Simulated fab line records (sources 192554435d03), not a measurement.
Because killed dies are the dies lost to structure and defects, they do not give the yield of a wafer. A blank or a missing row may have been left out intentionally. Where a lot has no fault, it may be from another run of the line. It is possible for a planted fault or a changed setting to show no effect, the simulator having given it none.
Chamber matching :: flow n5-finfet :: 4 sister chambers for N5_BEOL_M0_SAQP_STRIP_75 on rie-diel-05
The step strips in CF4. 4 wafers are shown with their chamber, then 11 later ones without.

EACH WAFER AND ITS CHAMBER
wafer: L089.3
chamber: 3
showerhead-plenum-p-Torr (Torr): 1.75

wafer: L089.4
chamber: 0
showerhead-plenum-p-Torr (Torr): 1.82

wafer: L089.5
chamber: 2
showerhead-plenum-p-Torr (Torr): 1.85

wafer: L090.3
chamber: 1
showerhead-plenum-p-Torr (Torr): 1.68

WAFERS MISSING THEIR CHAMBER
wafer: L090.5
showerhead-plenum-p-Torr (Torr): 1.82

wafer: L090.6
showerhead-plenum-p-Torr (Torr): 1.68

wafer: L092.1
showerhead-plenum-p-Torr (Torr): 1.85

wafer: L092.3
showerhead-plenum-p-Torr (Torr): 1.75

wafer: L092.6
showerhead-plenum-p-Torr (Torr): 1.85

wafer: L094.1
showerhead-plenum-p-Torr (Torr): 1.84

wafer: L094.2
showerhead-plenum-p-Torr (Torr): 1.81

wafer: L094.6
showerhead-plenum-p-Torr (Torr): 1.75

wafer: L096.1
showerhead-plenum-p-Torr (Torr): 1.89

wafer: L096.2
showerhead-plenum-p-Torr (Torr): 1.81

wafer: L096.6
showerhead-plenum-p-Torr (Torr): 1.89

THE CHAMBER EACH PASSED THROUGH
wafer: L090.5
from the rows above: can't be placed: 0 or 2
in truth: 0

wafer: L090.6
from the rows above: 1
in truth: 1

wafer: L092.1
from the rows above: can't be placed: 2 or 0
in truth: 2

wafer: L092.3
from the rows above: 3
in truth: 3

wafer: L092.6
from the rows above: can't be placed: 2 or 0
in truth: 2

wafer: L094.1
from the rows above: can't be placed: 2 or 0
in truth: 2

wafer: L094.2
from the rows above: can't be placed: 0 or 2
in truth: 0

wafer: L094.6
from the rows above: 3
in truth: 3

wafer: L096.1
from the rows above: can't be placed: 2 or 0
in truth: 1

wafer: L096.2
from the rows above: can't be placed: 0 or 2
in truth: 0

wafer: L096.6
from the rows above: can't be placed: 2 or 0
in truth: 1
3 of 11 placed correctly. Cannot be placed on the basis of these rows: 8; the candidates contain the true chamber in 6. Placed wrongly: 0.
How it was worked out, from the rows above alone: a wafer's distance from a chamber is the root of the sum, over the readings, of the square of ((its reading less the chamber's mean) divided by the reading's scatter). If the next closest chamber is less than 2 further off than the closest, the wafer can't be placed; otherwise it belongs to the closest. Each chamber's mean is taken over the wafers shown for it. The scatter: with one shown wafer a chamber, the root of the mean of the squares of how far each hidden wafer lies from its nearest shown one.
